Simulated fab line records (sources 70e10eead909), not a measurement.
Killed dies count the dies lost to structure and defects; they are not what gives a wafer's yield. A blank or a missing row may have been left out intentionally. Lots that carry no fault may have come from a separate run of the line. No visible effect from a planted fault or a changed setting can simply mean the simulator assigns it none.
Matching of chambers :: flow nand-harc :: NHARC_A_STAIRCASE_DEP_325 on pecvd-04: 3 sister chambers
The step deposits SiO2, target thk 3800 nm. 3 wafers are shown with their chamber, then 9 later ones without.

EACH WAFER AND ITS CHAMBER
wafer: L084.6
chamber: 2
heater-power-w (W): 752

wafer: L087.4
chamber: 1
heater-power-w (W): 631

wafer: L087.5
chamber: 0
heater-power-w (W): 546

WAFERS WITHOUT THEIR CHAMBER
wafer: L093.1
heater-power-w (W): 728

wafer: L093.3
heater-power-w (W): 673

wafer: L093.5
heater-power-w (W): 514

wafer: L095.1
heater-power-w (W): 638

wafer: L095.2
heater-power-w (W): 920

wafer: L095.6
heater-power-w (W): 547

wafer: L097.2
heater-power-w (W): 735

wafer: L097.5
heater-power-w (W): 556

wafer: L097.6
heater-power-w (W): 753

WHICH CHAMBER EACH WENT THROUGH
wafer: L093.1
from the rows above: can't be placed: 2 or 1
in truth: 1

wafer: L093.3
from the rows above: can't be placed: 1 or 2 or 0
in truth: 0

wafer: L093.5
from the rows above: can't be placed: 0 or 1
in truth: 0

wafer: L095.1
from the rows above: can't be placed: 1 or 0 or 2
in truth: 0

wafer: L095.2
from the rows above: 2
in truth: 2

wafer: L095.6
from the rows above: can't be placed: 0 or 1
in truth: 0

wafer: L097.2
from the rows above: can't be placed: 2 or 1
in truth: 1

wafer: L097.5
from the rows above: can't be placed: 0 or 1
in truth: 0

wafer: L097.6
from the rows above: 2
in truth: 2
Correct placement for 2 of the 9. Not placeable from these rows: 7 (in 7, the candidates include the true chamber). 0 placed wrongly.
How it was worked out, from the rows above alone: a wafer's distance from a chamber is the root of the sum, over the readings, of the square of ((its reading less the chamber's mean) divided by the reading's scatter). The wafer belongs to the nearest chamber; if the next one is less than 2 further off, it can't be placed. The mean given for a chamber averages the wafers shown for that chamber. The scatter: with one shown wafer a chamber, the root of the mean of the squares of how far each hidden wafer lies from its nearest shown one.
